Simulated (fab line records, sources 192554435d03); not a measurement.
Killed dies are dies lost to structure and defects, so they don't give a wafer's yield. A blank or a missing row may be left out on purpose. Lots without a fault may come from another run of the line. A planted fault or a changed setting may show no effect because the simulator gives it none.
fab line records | flow n5_finfet
record lots=6 wafers=16 last_day=17
route steps=1938 shown FIN_SAQP@90 BEOL_M4@1111 PASSIVATION@1936
lots that met no fault: from a run of the same line without faults
start_h: hours from the record's first day to the start of the lot's first wafer shown | wait_h: hours since the lot's step before | " the same as in the row above | L1.1+2: a row that stands for several wafers | - no value, or no start given | * or withheld: withheld | < > ~ a bound
route shown NAME@n: a module of which the file shows steps, and the number in the route of the first | usual: mean/standard deviation of fault-free wafers | same: alike in all rows | chamber/n: place in a boat | sites: the reading at each site | _std_site: their standard deviation | _edge_site: outer sites' mean less inner sites' | radius_mm: how far each site lies from the wafer's centre | mask NAME#n: copy n | behind: the tool/chamber that last shaped the wafer | hold: why the lot was held/for how many hours/how that ended | device: the transistor (n, p or np) that didn't switch | end of line: the same wafers' tests at the end of the route | a step without rows: its recipe alone | killed: dies lost to structure and defects at the first sort, not the wafer's yield | map: a wafer's dies, x killed, . not, _ none there
set.NAME: the setting as run; set.NAME@STEP: as run at that earlier step | model.NAME: the simulator's own value behind a step, which no gauge read
lots at some steps of the route; a table a step, a row a wafer
services: from which hour (start_h, from the record's first day; less than 0 if before it) a tool's chamber was out of use, for how many hours, and why
## steps
# step N5_FIN_SAQP_PRECLEAN_42
# recipe chemistry=O3/DIW time_s=60 temp_c=22 o3_ppm=10
# step N5_FIN_SAQP_PRECLEAN_00
# recipe chemistry=SC1 time_s=60 temp_c=55 mix=1:2:50
# step N5_FIN_SAQP_PRECLEAN_44
# recipe chemistry=SC2 time_s=45 temp_c=35 mix=1:1:50
# step N5_FIN_SAQP_SRD_01
# recipe dry=ipa_marangoni time_s=30 temp_c=23 rinse_liquid=diw
# step N5_FIN_SAQP_ALD_61
# recipe material=SiO2 target_thk_a=40 temp_c=300 ald_precursor_family=BDEAS ald_co_reactant=O2-plasma pulse_time_s=1 purge_time_s=2 co_reactant_purge_time_s=2 ald_cycles=43 pressure_torr=2
# step N5_FIN_SAQP_DENSIFY_62
# recipe temp_c=700 time_s=60 ambient=N2 idle_temp_c=600 ramp_up_c_per_s=150 ramp_down_c_per_s=60 cool_to_c=600
# usual lamp_power_pct=9.84/0.058 lamp_zone_7_pct=10.264/0.012 wafer_temp_C_max=703.3/0.68
# columns lot.wafer tool chamber start_h wait_h lamp_power_pct lamp_zone_7_pct wafer_temp_C_max
L591.1 rtp_anneal-02 0 45.32 0.1 9.86 10.274 703.5
L591.4 " 0 " " 9.78 10.269 703.8
L591.6 " 0 " " 9.80 10.261 703.1
L598.2 rtp_anneal-02 0 87.58 0.1 9.84 10.257 703.2
L598.4 " 0 " " 9.81 10.268 704.3
L601.2 rtp_anneal-02 0 106.42 0.5 9.81 10.252 703.0
L601.4 " 0 " " 9.87 10.243 703.6
L604.1 rtp_anneal-01 0 123.00 0.1 9.83 10.271 702.3
L604.4 " 0 " " 9.75 10.265 704.1
L604.6 " 0 " " 9.88 10.257 703.1
L606.2 rtp_anneal-02 0 134.88 0.1 9.92 10.257 704.1
L606.3 " 0 " " 9.86 10.232 702.9
L606.4 " 0 " " 9.83 10.287 703.1
L610.1 rtp_anneal-01 0 159.02 0.1 9.86 10.278 703.2
L610.5 " 0 " " 9.74 10.249 704.4
L610.6 " 0 " " 9.77 10.257 702.5
# step N5_FIN_SAQP_HM_DEP_03
# recipe material=SiNx target_thk_a=380 temp_c=400 precursor=SiH4/NH3/N2 pressure_torr=1.5 rf_w=300 time_s=33.6
# usual heater_power_w=707/82 showerhead_plenum_p_Torr=5.14/0.077 throttle_valve_pct=41.4/3
# columns lot.wafer tool chamber start_h wait_h heater_power_w showerhead_plenum_p_Torr throttle_valve_pct
L591.1 pecvd-01 2 45.54 0.2 656 5.14 41.0
L591.4 " 2 " " 642 5.14 41.2
L591.6 " 0 " " 641 5.04 37.9
L598.2 pecvd-01 1 87.77 0.2 904 5.28 46.6
L598.4 " 1 " " 876 5.27 46.7
L601.2 pecvd-01 0 106.61 0.2 615 5.05 38.3
L601.4 " 0 " " 602 5.05 38.4
L604.1 pecvd-04 1 123.21 0.2 804 5.09 44.5
L604.4 " 1 " " 832 5.09 44.6
L604.6 " 1 " " 843 5.09 44.8
L606.2 pecvd-01 1 135.06 0.2 784 5.30 46.5
L606.3 " 2 " " 740 5.14 41.1
L606.4 " 1 " " 798 5.28 46.8
L610.1 pecvd-03 0 159.24 0.2 652 5.20 40.6
L610.5 " 2 " " 599 5.18 37.6
L610.6 " 0 " " 657 5.18 40.6
# step N5_FIN_SAQP_THK_MEAS_05
# usual thk_nm=38.0/0.53
# columns lot.wafer tool chamber start_h wait_h thk_nm
L591.1 film_metro-01 - 45.64 0.1 37.2
L591.4 " - " " 38.6
L591.6 " - " " 38.2
L598.2 film_metro-01 - 87.85 0.1 37.4
L598.4 " - " " 38.0
L601.2 film_metro-01 - 106.69 0.1 38.2
L601.4 " - " " 38.7
L604.1 film_metro-01 - 123.33 0.1 37.3
L604.4 " - " " 37.6
L604.6 " - " " 37.6
L606.2 film_metro-01 - 135.15 0.1 37.6
L606.3 " - " " 37.2
L606.4 " - " " 37.8
L610.1 film_metro-02 - 159.35 0.1 37.3
L610.5 " - " " 38.4
L610.6 " - " " 37.5
# step N5_FIN_SAQP_PECVD_47
# recipe material=a-Si target_thk_a=450 temp_c=400 precursor=SiH4/He pressure_torr=3 rf_w=100 time_s=36.3
# usual heater_power_w=783/67 showerhead_plenum_p_Torr=5.67/0.046 throttle_valve_pct=18.8/1.2
# columns lot.wafer tool chamber start_h wait_h heater_power_w showerhead_plenum_p_Torr throttle_valve_pct
L591.1 pecvd-04 0 45.67 0.0 779 5.66 19.0
L591.4 " 1 " " 837 5.62 20.1
L591.6 " 2 " " 697 5.59 17.4
L598.2 pecvd-04 0 87.89 0.0 751 5.65 18.8
L598.4 " 1 " " 865 5.63 20.3
L601.2 pecvd-04 1 106.73 0.0 813 5.65 20.2
L601.4 " 1 " " 824 5.64 20.5
L604.1 pecvd-04 0 123.36 0.0 709 5.66 18.9
L604.4 " 0 " " 721 5.67 19.2
L604.6 " 1 " " 834 5.62 20.3
L606.2 pecvd-03 0 135.19 0.0 769 5.71 18.0
L606.3 " 1 " " 803 5.67 19.2
L606.4 " 2 " " 658 5.69 16.9
L610.1 pecvd-01 2 159.39 0.0 804 5.67 18.7
L610.5 " 0 " " 588 5.60 17.3
L610.6 " 2 " " 796 5.68 19.0
# step N5_FIN_SAQP_PECVD_48
# recipe material=SiNx target_thk_a=250 temp_c=400 precursor=SiH4/NH3/N2 pressure_torr=1.5 rf_w=300 time_s=22.1
# step N5_FIN_SAQP_PECVD_06
# recipe material=a-Si target_thk_a=600 temp_c=400 precursor=SiH4/He pressure_torr=3 rf_w=100 time_s=48.1
# usual heater_power_w=780/73 showerhead_plenum_p_Torr=5.67/0.047 throttle_valve_pct=18.8/1.1
# columns lot.wafer tool chamber start_h wait_h heater_power_w showerhead_plenum_p_Torr throttle_valve_pct
L591.1 pecvd-04 0 45.75 0.0 705 5.65 18.9
L591.4 " 1 " " 875 5.63 20.3
L591.6 " 2 " " 705 5.58 17.5
L598.2 pecvd-04 0 87.97 0.0 707 5.66 18.8
L598.4 " 1 " " 813 5.65 20.1
L601.2 pecvd-04 1 106.81 0.0 869 5.64 20.3
L601.4 " 1 " " 889 5.63 20.2
L604.1 pecvd-04 0 123.49 0.0 768 5.65 19.3
L604.4 " 0 " " 782 5.65 19.0
L604.6 " 1 " " 861 5.65 20.6
L606.2 pecvd-03 0 135.27 0.0 840 5.70 18.2
L606.3 " 1 " " 823 5.68 19.2
L606.4 " 2 " " 717 5.69 17.2
L610.1 pecvd-01 2 159.47 0.0 799 5.67 19.0
L610.5 " 0 " " 687 5.59 17.9
L610.6 " 2 " " 793 5.66 18.6
# step N5_FIN_SAQP_THK_MEAS_07
# usual thk_nm=59.4/0.92
# columns lot.wafer tool chamber start_h wait_h thk_nm
L591.1 film_metro-01 - 45.84 0.1 60.9
L591.4 " - " " 60.3
L591.6 " - " " 60.0
L598.2 film_metro-01 - 88.06 0.1 59.5
L598.4 " - " " 59.4
L601.2 film_metro-01 - 106.90 0.1 59.1
L601.4 " - " " 60.0
L604.1 film_metro-01 - 123.60 0.1 60.4
L604.4 " - " " 60.2
L604.6 " - " " 58.6
L606.2 film_metro-01 - 135.36 0.1 59.3
L606.3 " - " " 57.8
L606.4 " - " " 59.5
L610.1 film_metro-01 - 159.56 0.1 60.2
L610.5 " - " " 59.5
L610.6 " - " " 60.5
# step N5_FIN_SAQP_HM_DEP_72
# recipe material=SiO2 target_thk_a=120 temp_c=400 precursor=SiH4/N2O pressure_torr=0.75 rf_w=275 time_s=7.2
# usual heater_power_w=699/81 showerhead_plenum_p_Torr=8.17/0.15
# columns lot.wafer tool chamber start_h wait_h heater_power_w showerhead_plenum_p_Torr model.SiO2_of_FIN_SAQP_HM_DEP_72.thk_nm
L591.1 pecvd-01 0 45.89 0.0 572 7.96 12.13
L591.4 " 2 " " 742 8.18 12.15
L591.6 " 1 " " 794 8.46 12.03
L598.2 pecvd-03 0 88.10 0.0 660 8.25 11.99
L598.4 " 2 " " 590 8.23 15.9
L601.2 pecvd-03 2 106.94 0.0 586 8.22 11.88
L601.4 " 2 " " 587 8.21 15.84
L604.1 pecvd-01 1 123.64 0.0 814 8.44 11.85
L604.4 " 0 " " 588 7.95 12.44
L604.6 " 1 " " 825 8.43 11.99
L606.2 pecvd-01 1 135.39 0.0 837 8.42 11.78
L606.3 " 0 " " 627 7.93 12.24
L606.4 " 2 " " 604 8.16 12.14
L610.1 pecvd-03 0 159.60 0.0 742 8.25 12
L610.5 " 0 " " 761 8.23 12.02
L610.6 " 2 " " 619 8.22 12.13
# step N5_FIN_SAQP_COAT_49
# recipe resist=SOC temp_c=250 time_s=60 spin_rpm=1500 resist_thk_nm=100
# step N5_FIN_SAQP_COAT_50
# recipe resist=SiARC temp_c=220 time_s=60 spin_rpm=1500 resist_thk_nm=35
# step N5_FIN_SAQP_COAT_10
# recipe resist=CAR-ArF spin_rpm=1500 resist_thk_nm=90
# step N5_FIN_SAQP_EBR_12
# recipe solvent=PGMEA ebr_width_mm=1.5
# step N5_FIN_SAQP_SOFTBAKE_11
# recipe temp_c=110 time_s=60 resist=CAR-ArF
# step N5_FIN_SAQP_EXPOSE_13
# recipe mask_id=FIN_CORE na=1.35 source_shape=dipole sigma_inner=0.538 sigma_outer=0.738 polarization=te target_cd_nm=35.6 dose_mj=63.25
# step N5_FIN_SAQP_PEB_14
# recipe peb_temp_c=withheld peb_time_s=60 resist=CAR-ArF
# step N5_FIN_SAQP_DEVELOP_15
# recipe develop_time_s=30 developer=TMAH resist=CAR-ArF dev_temp_c=23 rinse_liquid=diw dry=air_spin
# step N5_FIN_SAQP_CD_MEAS_16
# recipe target_cd_nm=35.6 landing_energy_ev=500 detector=se_inlens
# usual cd_nm=35.7/0.34
# columns lot.wafer tool chamber start_h wait_h cd_nm
L591.1 cd_sem-03 0 46.34 - 35.9
L591.4 " 0 " " 35.9
L591.6 " 0 " " 36.1
L598.2 cd_sem-02 0 88.55 - 35.6
L598.4 " 0 " " 35.2
L601.2 cd_sem-02 0 107.26 - 35.9
L601.4 " 0 " " 35.7
L604.1 cd_sem-01 0 124.09 - 35.1
L604.4 " 0 " " 35.7
L604.6 " 0 " " 35.1
L606.2 cd_sem-01 0 135.84 - 36.1
L606.3 " 0 " " 35.8
L606.4 " 0 " " 35.8
L610.1 cd_sem-02 0 160.07 - 35.9
L610.5 " 0 " " 36.0
L610.6 " 0 " " 35.8
# step N5_FIN_SAQP_OVL_MEAS_17
# recipe points_per_wafer=44
# usual FIN_CORE_OVL=0.4/0.86
# columns lot.wafer tool chamber start_h wait_h FIN_CORE_OVL[nm]
L591.1 overlay-01 0 46.38 0.0 1.3
L591.4 " 0 " " 1.4
L591.6 " 0 " " 1.0
L598.2 overlay-02 0 88.59 0.0 0.3
L598.4 " 0 " " 0.5
L601.2 overlay-02 0 107.30 0.0 0.5
L601.4 " 0 " " 0.8
L604.1 overlay-02 0 124.13 0.0 0.0
L604.4 " 0 " " -0.1
L604.6 " 0 " " -0.4
L606.2 overlay-02 0 135.88 0.0 -0.2
L606.3 " 0 " " -0.1
L606.4 " 0 " " -0.4
L610.1 overlay-02 0 160.11 0.0 1.7
L610.5 " 0 " " 0.1
L610.6 " 0 " " -0.8
# step N5_FIN_SAQP_INSPECT_18
# recipe mode=adi inspect_instrument=brightfield
# usual raw_defect_count=387/110
# columns lot.wafer tool chamber start_h wait_h raw_defect_count
L591.1 defect_inspect-02 - 46.40 0.0 637
L591.4 " - " " 532
L591.6 " - " " 366
L598.2 defect_inspect-01 - 88.61 0.0 363
L598.4 " - " " 490
L601.2 defect_inspect-02 - 107.32 0.0 395
L601.4 " - " " 519
L604.1 defect_inspect-02 - 124.15 0.0 371
L604.4 " - " " 372
L604.6 " - " " 383
L606.2 defect_inspect-02 - 135.91 0.0 267
L606.3 " - " " 228
L606.4 " - " " 238
L610.1 defect_inspect-01 - 160.13 0.0 675
L610.5 " - " " 448
L610.6 " - " " 416
# step N5_FIN_SAQP_DESCUM_21
# recipe chemistry=O2 time_s=7.9 source_power_w=50 bias_power_w=20 pressure_mtorr=20 rf_frequency_hz=2.712e+07 temp_c=40 resist=CAR-ArF o2_flow_sccm=225
# step N5_FIN_SAQP_ETCH_51
# recipe chemistry=CF4 target=SiARC target_depth_a=455 mask_material=CAR-ArF time_s=75.8 ion_energy_ev=80 pressure_mtorr=40 source_w=545 bias_w=36 Ar_flow_sccm=100 cf4_flow_sccm=100 ends=cleared
# usual bias_w=36.00/0.11 drypump_motor_current_A=5.6/0.46 etch_rf_on_time_s=74.8/2.4 oes_product_au=0.69/0.079 rf_vpp_V=184.5/1.3 showerhead_plenum_p_Torr=2.17/0.096 throttle_valve_pct=15.62/0.27
# columns lot.wafer tool chamber start_h wait_h bias_w drypump_motor_current_A etch_rf_on_time_s oes_product_au rf_hours_counter_h rf_vpp_V showerhead_plenum_p_Torr throttle_valve_pct
L591.1 rie_diel-01 2 46.47 0.0 35.82 5.1 76.5 0.61 219 182.9 2.05 16.04
L591.4 " 0 " " 35.87 6.5 74.9 0.78 21 185.6 2.20 15.30
L591.6 " 0 " " 35.97 6.5 75.3 0.77 - 186.4 2.20 15.31
L598.2 rie_diel-03 0 88.68 0.0 35.85 6.3 77.1 0.64 146 183.9 2.23 15.84
L598.4 " 1 " " 35.88 5.1 70.7 0.82 18 185.5 2.29 15.37
L601.2 rie_diel-01 1 107.40 0.0 36.04 5.7 76.4 0.63 172 183.0 2.06 15.56
L601.4 " 2 " " 36.01 5.0 77.6 0.59 240 182.7 2.04 16.08
L604.1 rie_diel-01 2 124.22 0.0 36.13 5.1 77.6 0.58 247 182.0 2.04 16.09
L604.4 " 3 " " 36.01 5.7 76.4 0.64 - 185.4 2.22 15.62
L604.6 " 2 " " 36.26 5.1 78.2 0.58 - 182.4 2.04 16.10
L606.2 rie_diel-04 0 135.97 0.0 35.91 5.6 76.8 0.75 25 185.1 2.29 15.62
L606.3 " 1 " " 36.05 5.8 76.6 0.79 19 181.9 2.09 15.36
L606.4 " 3 " " 36.27 5.0 72.8 0.62 189 181.6 2.06 15.73
L610.1 rie_diel-04 3 160.20 0.0 36.23 5.0 72.8 0.61 197 184.6 2.05 15.77
L610.5 " 0 " " 36.05 5.5 76.5 0.74 - 184.3 2.29 15.65
L610.6 " 3 " " 36.11 5.0 72.9 0.61 - 181.9 2.05 15.77
# step N5_FIN_SAQP_ETCH_52
# recipe chemistry=N2/H2 target=SOC target_depth_a=1000 overetch_a=200 mask_material=SiARC temp_c=40 time_s=150 ion_energy_ev=200 pressure_mtorr=30 source_w=840 bias_w=150 n2_flow_sccm=200 h2_flow_sccm=200 ends=end_point
# step N5_FIN_SAQP_STRIP_53
# recipe chemistry=N2/H2 temp_c=40 n2_flow_sccm=200 h2_flow_sccm=200 rf_frequency_hz=6e+07
# step N5_FIN_SAQP_HM_OPEN_73
# recipe chemistry=CHF3/O2 target=SiO2 stop_on=a-Si target_depth_a=120 over_etch_frac=1.8 mask_material=SOC time_s=16.8 pressure_mtorr=30 source_w=650 bias_w=170 Ar_flow_sccm=200 CHF3_flow_sccm=50 O2_flow_sccm=5 ion_energy_ev=200 ends=end_point
# usual O2_flow_sccm=5.001/0.016 bias_w=170.0/0.51 drypump_motor_current_A=5.6/0.47 oes_product_au=0.48/0.051 rf_vpp_V=528/15 showerhead_plenum_p_Torr=2.44/0.11 throttle_valve_pct=18.84/0.22
# columns lot.wafer tool chamber start_h wait_h O2_flow_sccm bias_w drypump_motor_current_A oes_product_au rf_hours_counter_h rf_vpp_V showerhead_plenum_p_Torr throttle_valve_pct model.etch.depth_nm
L591.1 rie_diel-01 2 46.63 0.0 4.991 169.8 5.0 0.43 219 514 2.29 19.15 12.13
L591.4 " 0 " " 5.010 169.6 6.5 0.54 21 527 2.49 18.65 12.15
L591.6 " 0 " " 5.017 169.6 6.5 0.54 - 527 2.49 18.61 12.03
L598.2 rie_diel-03 0 88.84 0.0 4.997 170.1 6.3 0.45 146 527 2.51 19.06 11.99
L598.4 " 1 " " 5.016 170.2 5.2 0.63 19 541 2.57 18.52 15.9
L601.2 rie_diel-01 1 107.56 0.0 5.004 170.5 5.7 0.44 172 517 2.31 18.73 11.88
L601.4 " 2 " " 5.020 169.2 5.1 0.47 241 513 2.28 19.20 15.84
L604.1 rie_diel-01 2 124.38 0.0 4.990 170.8 5.0 0.42 247 514 2.28 19.19 11.85
L604.4 " 3 " " 5.007 170.7 5.7 0.45 - 560 2.50 18.81 12.44
L604.6 " 2 " " 4.992 170.3 5.1 0.42 - 514 2.28 19.19 11.99
L606.2 rie_diel-04 0 136.14 0.0 4.988 169.1 5.5 0.53 25 524 2.57 18.84 11.78
L606.3 " 1 " " 4.988 169.1 5.8 0.56 19 504 2.37 18.74 12.24
L606.4 " 3 " " 5.038 169.9 5.1 0.43 189 515 2.31 18.90 12.14
L610.1 rie_diel-04 3 160.36 0.0 5.001 169.1 5.0 0.43 197 515 2.31 18.94 12
L610.5 " 0 " " 4.987 170.5 5.5 0.52 - 522 2.57 18.87 12.02
L610.6 " 3 " " 4.986 169.2 5.1 0.43 - 516 2.31 18.93 12.13
# step N5_FIN_SAQP_STRIP_74
# recipe chemistry=CHF3/O2 resist=SiARC rf_frequency_hz=6e+07
# step N5_BEOL_M4_RC_MEAS_101
# usual DIBL_N=36.7/2.4 DIBL_P=37.4/2.9 IOFF_N=0.18/0.05 IOFF_P=0.23/0.058 ION_N=683/16 ION_P=467/11 SS_N=71.7/0.77 SS_P=73.5/0.87 VT_N=249/4.3 VT_P=-250/4.4
# columns lot.wafer tool chamber start_h wait_h DIBL_N[mV/V] DIBL_P[mV/V] IOFF_N[nA/um] IOFF_P[nA/um] ION_N[uA/um] ION_P[uA/um] SS_N[mV/dec] SS_P[mV/dec] VT_N[mV] VT_P[mV]
L591.1 prober-01 0 190.35 0.0 36.2 35.5 0.15 0.18 672 460 71.6 72.8 251 -253
L591.4 " 0 " " 33.7 31.3 0.10 0.13 630 433 71.2 72.3 261 -259
L591.6 " 0 " " 34.1 33.4 0.13 0.16 696 468 70.8 72.5 250 -254
L598.2 prober-01 0 227.88 0.2 34.2 33.1 0.12 0.16 663 450 70.7 71.7 252 -256
L598.4 " 0 " " 41.9 42.7 0.29 0.32 713 482 72.8 75.6 244 -245
L601.2 prober-02 0 251.57 0.2 36.3 35.6 0.15 0.19 677 462 71.0 72.3 247 -252
L601.4 " 0 " " 33.9 34.7 0.14 0.20 696 478 70.7 72.1 247 -248
L604.1 prober-02 0 259.90 0.0 35.4 37.9 0.16 0.23 691 478 71.3 73.9 251 -249
L604.4 " 0 " " 38.4 41.0 0.21 0.27 692 470 71.8 73.8 248 -248
L604.6 " 0 " " 34.6 37.0 0.14 0.21 663 463 70.9 73.5 253 -249
L606.2 prober-01 0 278.30 0.2 32.3 32.5 0.12 0.17 680 467 70.5 72.4 251 -250
L606.3 " 0 " " 36.7 37.5 0.19 0.24 672 453 72.3 73.9 246 -246
L606.4 " 0 " " 36.2 38.1 0.20 0.26 699 479 72.0 73.8 244 -247
L610.1 prober-02 0 300.75 0.0 39.2 41.2 0.25 0.27 742 491 72.1 73.9 240 -246
L610.5 " 0 " " 35.5 35.9 0.14 0.17 669 446 70.9 72.1 249 -254
L610.6 " 0 " " 38.0 39.7 0.21 0.23 699 470 71.5 73.7 247 -252
# step N5_PASSIVATION_PROBE_49
# usual defect_limited_yield=91.4/1.6 killed_at_M0_to_M3=31/11 killed_at_M4_up=14/5.7 killed_at_contacts=12/6 killed_at_front_end=41/13 killed_at_other=3.3/2.8 killed_dies=101/19 killed_open=67/14 killed_short=33/8.2 sort_bin_4_leakage=0.0/0.37 sort_bin_5_function=5.0/1.1 sort_bin_6_memory=3.3/0.74 sort_bin_8_speed=0.0/0.36 sort_n_pass=1078/20 sort_yield_pct=91.3/1.7
# same gross_dies=1180 killed_at_back_side=0
# columns lot.wafer tool chamber start_h wait_h defect_limited_yield[%] killed_at_M0_to_M3 killed_at_M4_up killed_at_contacts killed_at_front_end killed_at_other killed_dies killed_open killed_short sort_bin_4_leakage[%] sort_bin_5_function[%] sort_bin_6_memory[%] sort_bin_8_speed[%] sort_n_pass sort_yield_pct[%]
L601.2 prober-02 - 360.31 0.1 91.2 36 6 17 37 8 104 68 36 0 5.5 3.1 0 1076 91.2
L601.4 prober-02 - 360.41 0.2 90.8 24 27 10 37 10 108 67 39 0 5.0 3.8 0 1072 90.8
L604.1 prober-01 - 371.93 0.0 89.9 23 18 15 61 2 119 85 31 0 5.0 4.6 0 1061 89.9
L604.4 prober-01 - 372.08 0.2 93.6 23 5 9 38 0 75 55 18 0 4.3 1.8 0 1105 93.6
L604.6 prober-01 - 372.18 0.3 92.3 20 14 19 36 2 91 68 23 0 4.2 3.1 0 1089 92.3
# killed by level:class
L601.2 MOL_CONTACT_COAG:geometric_particle:open=14 FIN_SAQP:geometric_particle:short=10 STI_FIN_REVEAL:geometric_particle:open=8 BEOL_M0_SAQP:geometric_particle:short=8 BEOL_M0_SAQP:geometric_particle:open=6 BEOL_M0:geometric_particle:open=6 BEOL_M3:geometric_particle:open=6 BEOL_M1:geometric_particle:open=5
L601.4 BEOL_M4:geometric_particle:open=11 MOL_CONTACT_COAG:geometric_particle:open=9 BEOL_M0_SAQP:geometric_particle:short=7 FIN_SAQP:geometric_particle:open=6 SPACER0:geometric_particle:open=5 BEOL_M4:geometric_particle:short=5 DUMMY_GATE:geometric_particle:open=4 BEOL_M2:geometric_particle:short=4
L604.1 FIN_SAQP:geometric_particle:open=15 MOL_CONTACT_COAG:geometric_particle:open=13 STI_FIN_REVEAL:geometric_particle:open=13 FIN_SAQP:geometric_particle:short=10 BEOL_M3:geometric_particle:open=8 STI_FIN_REVEAL:geometric_particle:short=7 BEOL_M4:geometric_particle:open=6 BEOL_M0:geometric_particle:open=4
L604.4 FIN_SAQP:geometric_particle:open=12 BEOL_M3:geometric_particle:open=12 STI_FIN_REVEAL:geometric_particle:open=7 MOL_CONTACT_COAG:geometric_particle:open=7 BEOL_M3:geometric_particle:short=4 GATE_CUT:geometric_particle:open=4 FIN_SAQP:geometric_particle:short=3 BEOL_M0_SAQP:geometric_particle:open=3
L604.6 MOL_CONTACT_COAG:geometric_particle:open=17 STI_FIN_REVEAL:geometric_particle:open=16 BEOL_M3:geometric_particle:open=7 FIN_SAQP:geometric_particle:open=5 FIN_SAQP:geometric_particle:short=4 BEOL_M0_SAQP:geometric_particle:short=4 BEOL_M4:geometric_particle:open=4 DUMMY_GATE:geometric_particle:open=3
## services
# columns tool chamber start_h hours kind
rie_diel-04 3 36.00 5.1 repair
rie_diel-04 0 48.31 - clean
rie_diel-04 0 48.31 - consumable_replace:focus_ring
rie_diel-04 0 48.31 - consumable_replace:showerhead
rie_diel-04 0 48.31 23.4 scheduled_down
rie_diel-04 0 48.31 23.4 vent_cycle
pecvd-04 0 50.99 5.5 scheduled_down
rtp_anneal-02 - 53.43 4.3 pm
rie_diel-03 3 53.73 7.9 repair
pecvd-01 - 65.20 12.1 repair
rie_diel-04 1 71.81 - clean
rie_diel-04 1 71.81 - consumable_replace:focus_ring
rie_diel-04 1 71.81 14.5 scheduled_down
pecvd-04 1 84.19 - calibration
pecvd-04 - 98.89 2.7 repair
pecvd-04 2 118.86 5.5 scheduled_down
rie_diel-01 1 119.12 7.1 repair
rie_diel-01 2 133.21 - clean
rie_diel-01 2 133.21 - consumable_replace:focus_ring
rie_diel-01 2 133.21 - consumable_replace:showerhead
rie_diel-01 2 133.21 16.2 scheduled_down
rie_diel-01 2 133.21 16.2 vent_cycle
pecvd-01 0 148.23 5.5 scheduled_down
rie_diel-03 0 159.33 1.3 repair
## key
first_sign none at tools or gauges
model_effect step=N5_FIN_SAQP_HM_DEP_72 value=SiO2_of_FIN_SAQP_HM_DEP_72.thk_nm without=12.06 struck=15.87
model_effect step=N5_FIN_SAQP_HM_OPEN_73 value=etch.depth_nm without=12.06 struck=15.87
met_at N5_FIN_SAQP_HM_DEP_72
struck_wafers L598.4,L601.4
fault kind=process_parameter_drift tool=pecvd-03 chamber=- onset_h=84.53 steps=N5_FIN_SAQP_HM_DEP_72 channel=time_s offset=* shape=step end_h=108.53 scope=struck_wafers_only acts_in=* stated=*
